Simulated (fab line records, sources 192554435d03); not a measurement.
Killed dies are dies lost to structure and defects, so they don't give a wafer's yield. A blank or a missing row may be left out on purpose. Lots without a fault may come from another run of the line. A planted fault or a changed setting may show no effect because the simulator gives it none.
A struck lot beside a sound one | flow n5_finfet | 34 steps out of a route of 1938
Sound: wafers L548.2, L548.3, L548.5. Struck: wafer L569.4. (L569.2, L569.5 of the same lot were not struck and are left out.) The cause comes at the end.
At each step with rows: each side's tool, then ch and its chambers, then its first start. Under that, the readings that differ: sound wafers | struck wafers | difference of the means | sigmas: that difference in standard deviations of wafers without a fault.
alike: readings whose means differ by less than 2 such deviations, and words and numbers that are the same on both sides. not compared: withheld readings, readings that some wafer has no value for, bounds like >300 that may hide the same value, and numbers for which the record gives no deviation and whose values overlap.
The two part at a step that has a row with sigmas, a row that says differs or no value, or rows on one side only. Numbers that don't overlap but have no deviation are shown without sigmas and don't part them. A reading that every wafer of one side lacks parts them only if that side has two wafers or more.

first, 7 steps without rows for these wafers: N5_SD_ACTIVATION_RTA_00 (time 0 s); N5_SD_ACTIVATION_LSA_01 (time 0.0008 s); N5_ILD0_LINER_00 (material SiNx, target thk 4 nm, pulse time 1 s, purge time 2 s); N5_ILD0_FCVD_FILL_01 (material SiO2 flowable, target thk 200 nm, time 328.3 s); N5_ILD0_CURE_02 (time 1800 s); N5_ILD0_CMP_03 (polishes, stops on SiNx, t overpolish 1.9 s, target thk 197.38 nm); N5_ILD0_CMP_07 (polishes SiO2 flowable, stops on poly-Si, t overpolish 1.18 s, target thk 138.88 nm).
N5_ILD0_PRECLEAN_10: cleans in NF3:NH3, afs cycles 5, time 20 s, sublimation time 60 s.
  sound on remote_plasma-02 ch 0, day 3 14:37; struck on remote_plasma-02 ch 1, day 8 21:59
  reading                                              | sound             | struck | difference | sigmas
  time_s (s)                                           | 20 20 20          | 23.833 | +3.833     |
  model.SiO2_flowable_of_ILD0_FCVD_FILL_01.thk_nm (nm) | 119.8 118.4 120.4 | 118    | -2         |
then, 24 steps without rows for these wafers: N5_ILD0_ALD_15 (deposits SiNx, target thk 24 nm, pulse time 1 s, ald cycles 480); N5_ILD0_CMP_12 (polishes SiNx, stops on poly-Si, t overpolish 6 s, target thk 17.67 nm); N5_SDB_HM_DEP_00 (deposits SiNx from SiH4/NH3/N2, target thk 40 nm, time 35.3 s); N5_SDB_COAT_03 (time 60 s, resist thk 100 nm); N5_SDB_COAT_04 (time 60 s, resist thk 18 nm); N5_SDB_COAT_05 (resist thk 90 nm); N5_SDB_EBR_07; N5_SDB_SOFTBAKE_06 (time 60 s); N5_SDB_EXPOSE_08 (exposes mask SDB); N5_SDB_PEB_09 (peb time 60 s); N5_SDB_DEVELOP_10 (develop time 30 s); N5_SDB_DESCUM_16 (chemistry O2, time 7.9 s); N5_SDB_ETCH_17 (etches SiARC in CF4, target depth 23.4 nm, time 39 s); N5_SDB_ETCH_18 (etches SOC in N2/H2, target depth 100 nm, overetch 20 nm, time 150 s); N5_SDB_STRIP_19 (strips in N2/H2); N5_SDB_STRIP_21 (strips in CF4); N5_SDB_HM_OPEN_20 (chemistry CH3F/O2, target SiNx, stops on poly-Si, target depth 24 nm); N5_SDB_STRIP_22 (strips in N2/H2); N5_SDB_PRECLEAN_23 (cleans in dHF, time 30 s); N5_SDB_DUMMY_REMOVE_24 (chemistry TMAH, target poly-Si, stops on SiO2, target depth 142 nm, time 57 s, rinse time 30 s); N5_SDB_ETCH_25 (etches SiO2 in C4F6/O2, target depth 10 nm, time 3.3 s); N5_SDB_CUT_ETCH_26 (etches Si in HBr/Cl2/O2, target depth 129.6 nm, bt time 20 s, time 51.8 s); N5_SDB_PRECLEAN_38 (cleans in dHF, time 10 s); N5_SDB_PRECLEAN_39 (cleans in O3/DIW, time 45 s).
N5_MOL_CONTACT_COAG_WET_ETCH_116: etches the open film in SC1-inhibited, target depth 4.6 nm, rinse time 30 s.
  sound on wet_bench-06 ch 2,3,4, day 4 21:41; struck on wet_bench-04 ch 3, day 10 06:52
  reading                                              | sound             | struck | difference | sigmas
  model.SiO2_flowable_of_ILD0_FCVD_FILL_01.thk_nm (nm) | 111.6 110.4 112.2 | 110    | -1         |
then, 1 step without rows for these wafers: N5_PASSIVATION_PROBE_49.

WHERE THEY PART
Nowhere in this record.

WHY: what the simulator had put in
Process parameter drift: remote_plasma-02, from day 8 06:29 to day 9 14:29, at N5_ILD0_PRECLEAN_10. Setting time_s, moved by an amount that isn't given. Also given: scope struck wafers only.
